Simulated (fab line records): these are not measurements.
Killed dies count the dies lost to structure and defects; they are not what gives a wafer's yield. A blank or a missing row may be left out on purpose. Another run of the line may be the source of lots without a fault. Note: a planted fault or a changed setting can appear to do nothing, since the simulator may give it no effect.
Split-lot trial / flow n5 finfet / route with 1938 steps; 7 lots, 21 wafers read

== THE SPLIT ==
At N5_BEOL_M14_DEP_53 (deposits SiCN from 3MS/NH3, target thk 50 nm, time 17.8 s), the setting time s was moved away from the recipe's 17.8 s on 10 of the 21 wafers read, by -12.5% to +13.7%. The other wafers ran this setting at the recipe's value.

The split's own step is where the reading is taken.

== THE READING ==
SiCN_of_BEOL_M14_DEP_53.thk nm (the simulator's own value, which no gauge read), in nm, at N5_BEOL_M14_DEP_53 (deposits SiCN from 3MS/NH3, target thk 50 nm, time 17.8 s). There is no usual value for it anywhere in the file. Here, 11 wafers ran the recipe; their average is 49.9 nm with a standard deviation of 0.71 nm.

wafer=L076.1; tool, chamber at the split=pecvd-04, 1; time s as run, s=19.83; against the recipe=+11.4%; SiCN_of_BEOL_M14_DEP_53.thk nm, nm=54.6; against lot-mates on the recipe=+5.8
wafer=L076.2; tool, chamber at the split=pecvd-04, 0; time s as run, s=17.8; against the recipe=recipe; SiCN_of_BEOL_M14_DEP_53.thk nm, nm=48.8; against lot-mates on the recipe=-
wafer=L076.5; tool, chamber at the split=pecvd-04, 2; time s as run, s=19.83; against the recipe=+11.4%; SiCN_of_BEOL_M14_DEP_53.thk nm, nm=55.8; against lot-mates on the recipe=+7.0
wafer=L077.3; tool, chamber at the split=pecvd-01, 2; time s as run, s=20.24; against the recipe=+13.7%; SiCN_of_BEOL_M14_DEP_53.thk nm, nm=55.8; against lot-mates on the recipe=+5.2
wafer=L077.4; tool, chamber at the split=pecvd-01, 1; time s as run, s=17.8; against the recipe=recipe; SiCN_of_BEOL_M14_DEP_53.thk nm, nm=50.6; against lot-mates on the recipe=-
wafer=L077.6; tool, chamber at the split=pecvd-01, 2; time s as run, s=20.24; against the recipe=+13.7%; SiCN_of_BEOL_M14_DEP_53.thk nm, nm=56.8; against lot-mates on the recipe=+6.2
wafer=L082.2; tool, chamber at the split=pecvd-03, 2; time s as run, s=17.8; against the recipe=recipe; SiCN_of_BEOL_M14_DEP_53.thk nm, nm=49.2; against lot-mates on the recipe=-
wafer=L082.4; tool, chamber at the split=pecvd-03, 2; time s as run, s=17.8; against the recipe=recipe; SiCN_of_BEOL_M14_DEP_53.thk nm, nm=49.6; against lot-mates on the recipe=-
wafer=L082.5; tool, chamber at the split=pecvd-03, 1; time s as run, s=17.8; against the recipe=recipe; SiCN_of_BEOL_M14_DEP_53.thk nm, nm=50.6; against lot-mates on the recipe=-
wafer=L085.1; tool, chamber at the split=pecvd-01, 0; time s as run, s=17.8; against the recipe=recipe; SiCN_of_BEOL_M14_DEP_53.thk nm, nm=50.2; against lot-mates on the recipe=-
wafer=L085.4; tool, chamber at the split=pecvd-01, 1; time s as run, s=17.8; against the recipe=recipe; SiCN_of_BEOL_M14_DEP_53.thk nm, nm=51.2; against lot-mates on the recipe=-
wafer=L085.5; tool, chamber at the split=pecvd-01, 0; time s as run, s=15.57; against the recipe=-12.5%; SiCN_of_BEOL_M14_DEP_53.thk nm, nm=44.8; against lot-mates on the recipe=-5.9
wafer=L084.1; tool, chamber at the split=pecvd-04, 2,1; time s as run, s=16.11; against the recipe=-9.5%; SiCN_of_BEOL_M14_DEP_53.thk nm, nm=44.8; against lot-mates on the recipe=no lot-mate on the recipe
wafer=L084.4; tool, chamber at the split=pecvd-04, 2,1; time s as run, s=16.11; against the recipe=-9.5%; SiCN_of_BEOL_M14_DEP_53.thk nm, nm=44.8; against lot-mates on the recipe=no lot-mate on the recipe
wafer=L084.3; tool, chamber at the split=pecvd-04, 1; time s as run, s=16.11; against the recipe=-9.5%; SiCN_of_BEOL_M14_DEP_53.thk nm, nm=44.4; against lot-mates on the recipe=no lot-mate on the recipe
wafer=L097.1; tool, chamber at the split=pecvd-01, 2; time s as run, s=17.8; against the recipe=recipe; SiCN_of_BEOL_M14_DEP_53.thk nm, nm=49.4; against lot-mates on the recipe=-
wafer=L097.3; tool, chamber at the split=pecvd-01, 0; time s as run, s=17.8; against the recipe=recipe; SiCN_of_BEOL_M14_DEP_53.thk nm, nm=50.4; against lot-mates on the recipe=-
wafer=L097.4; tool, chamber at the split=pecvd-01, 2; time s as run, s=17.8; against the recipe=recipe; SiCN_of_BEOL_M14_DEP_53.thk nm, nm=50; against lot-mates on the recipe=-
wafer=L096.2; tool, chamber at the split=pecvd-03, 1; time s as run, s=17.8; against the recipe=recipe; SiCN_of_BEOL_M14_DEP_53.thk nm, nm=49.2; against lot-mates on the recipe=-
wafer=L096.5; tool, chamber at the split=pecvd-03, 0; time s as run, s=15.96; against the recipe=-10.3%; SiCN_of_BEOL_M14_DEP_53.thk nm, nm=44.8; against lot-mates on the recipe=-4.4
wafer=L096.6; tool, chamber at the split=pecvd-03, 1; time s as run, s=15.96; against the recipe=-10.3%; SiCN_of_BEOL_M14_DEP_53.thk nm, nm=45.2; against lot-mates on the recipe=-4.0
When a row names more than one chamber, that row covers several wafers, and the file does not tell which wafer ran in which chamber.

FIT RESULTS
A straight line over all 21 wafers: SiCN_of_BEOL_M14_DEP_53.thk nm changes by +0.478 nm for each +1% of time s; r = +0.98; the points scatter about the line by 0.7 nm.
The same after taking each lot's own level away (the mean of its wafers on the recipe; 18 wafers): +0.458 nm for each +1%; r = +0.98; scatter 0.67 nm.
The reading moves by 6.3 nm for the largest change in time s, on that fit.
The lots' own levels span 48.80 to 50.70 nm, that is 2.7 times the standard deviation above.
The two slopes agree, so the slope changes little with the lot-to-lot level.
Check: with one of the wafers moved furthest among these (+13.7%) left out of the fit, the line predicts +6.73 nm for it against its lot-mates. It came out at +5.2 nm against them.

== THE OTHER SPLITS THESE WAFERS WENT THROUGH ==
Other splits were also applied to these wafers ahead of the reading. Each is held against what the fit with the lots' levels taken away leaves over:
other split on the same wafers=N5_BEOL_M10_COAT_64 spin rpm; wafers away from the commonest value=8; r with SiCN_of_BEOL_M14_DEP_53.thk nm (lot level and that fit taken away)=+0.10
other split on the same wafers=N5_BEOL_M11_PECVD_70 temp c; wafers away from the commonest value=10; r with SiCN_of_BEOL_M14_DEP_53.thk nm (lot level and that fit taken away)=+0.12
other split on the same wafers=N5_BEOL_M11_COAT_59 spin rpm; wafers away from the commonest value=7; r with SiCN_of_BEOL_M14_DEP_53.thk nm (lot level and that fit taken away)=+0.02
other split on the same wafers=N5_BEOL_M12_EXPOSE_07 dose mj; wafers away from the commonest value=6; r with SiCN_of_BEOL_M14_DEP_53.thk nm (lot level and that fit taken away)=+0.26
other split on the same wafers=N5_BEOL_M13_ETCH_59 time s; wafers away from the commonest value=3; r with SiCN_of_BEOL_M14_DEP_53.thk nm (lot level and that fit taken away)=-0.47
other split on the same wafers=N5_BEOL_M14_ETCH_68 time s; wafers away from the commonest value=8; r with SiCN_of_BEOL_M14_DEP_53.thk nm (lot level and that fit taken away)=+0.12

== THE FILE'S OWN FIT ==
SiCN_of_BEOL_M14_DEP_53.thk nm changes by +0.461 nm for each +1% of time s, r = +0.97.
